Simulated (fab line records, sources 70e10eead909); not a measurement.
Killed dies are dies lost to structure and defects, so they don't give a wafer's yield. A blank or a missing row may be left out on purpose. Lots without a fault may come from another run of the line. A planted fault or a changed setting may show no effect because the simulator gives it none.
A struck lot beside a sound one | flow nand_harc | 13 steps out of a route of 1159
Sound: wafers L852.3, L852.4, L852.6. Struck: wafers L865.1, L865.2, L865.3. The cause comes at the end.
At each step with rows: each side's tool, then ch and its chambers, then its first start. Under that, the readings that differ: sound wafers | struck wafers | difference of the means | sigmas: that difference in standard deviations of wafers without a fault.
alike: readings whose means differ by less than 2 such deviations, and words and numbers that are the same on both sides. not compared: withheld readings, readings that some wafer has no value for, bounds like >300 that may hide the same value, and numbers for which the record gives no deviation and whose values overlap.
The two part at a step that has a row with sigmas, a row that says differs or no value, or rows on one side only. Numbers that don't overlap but have no deviation are shown without sigmas and don't part them. A reading that every wafer of one side lacks parts them only if that side has two wafers or more.

first, 9 steps without rows for these wafers: NHARC_A_STAIRCASE_DEHYDRATE_01 (time 120 s); NHARC_A_STAIRCASE_HMDS_02 (time 30 s); NHARC_A_STAIRCASE_COAT_03; NHARC_A_STAIRCASE_SOFTBAKE_04 (time 170 s); NHARC_A_STAIRCASE_EBR_05; NHARC_A_STAIRCASE_EXPOSE_06 (exposes mask STAIR); NHARC_A_STAIRCASE_PEB_07 (peb time 130 s); NHARC_A_STAIRCASE_DEVELOP_08 (time 140 s); NHARC_A_STAIRCASE_HARDBAKE_10 (time 140 s).
NHARC_A_STAIRCASE_DESCUM_11: chemistry O2, time 3 s.
  sound on rie_diel-11 ch 0,2,3, day 11 12:07; struck on rie_diel-12 ch 0,1,2, day 13 23:51
  alike: drypump_motor_current_A, oes_product_au, rf_vpp_V, showerhead_plenum_p_Torr, throttle_valve_pct
  not compared: rf_hours_counter_h
NHARC_A_STAIRCASE_TRIM_12: chemistry O2, time 211.2 s.
  sound on rie_diel-11 ch 1,2,3, day 11 12:16; struck on rie_diel-12 ch 0,1,3, day 14 00:08
  alike: drypump_motor_current_A, oes_product_au, rf_vpp_V, showerhead_plenum_p_Torr, throttle_valve_pct
  not compared: rf_hours_counter_h
NHARC_A_STAIRCASE_ETCH_13: etches the open film in C4F8/O2, target depth 100 nm, time 40.5 s.
  sound on rie_diel-11 ch 0,1,2, day 11 12:25; struck on rie_diel-12 ch 0,1,3, day 14 00:32
  reading          | sound          | struck         | difference | sigmas
  run_length_s (s) | 61.9 62.5 62.4 | 39.1 39.0 39.7 | -23.0      | -47
  alike: oes_product_au, rf_vpp_V
  not compared: rf_hours_counter_h
NHARC_A_STAIRCASE_TRIM_14: chemistry O2, time 211.2 s.
  sound on rie_diel-11 ch 0,1,2; struck on rie_diel-12 ch 0,2,3
  alike: drypump_motor_current_A, oes_product_au, rf_vpp_V, showerhead_plenum_p_Torr, throttle_valve_pct
  not compared: rf_hours_counter_h

WHERE THEY PART
Only at NHARC_A_STAIRCASE_ETCH_13, within this record. Later steps at which nothing parts them and some readings are alike: NHARC_A_STAIRCASE_TRIM_14.

WHY: what the simulator had put in
Process parameter drift: rie_diel-12, from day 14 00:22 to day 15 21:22, at NHARC_A_STAIRCASE_ETCH_13. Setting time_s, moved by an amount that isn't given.
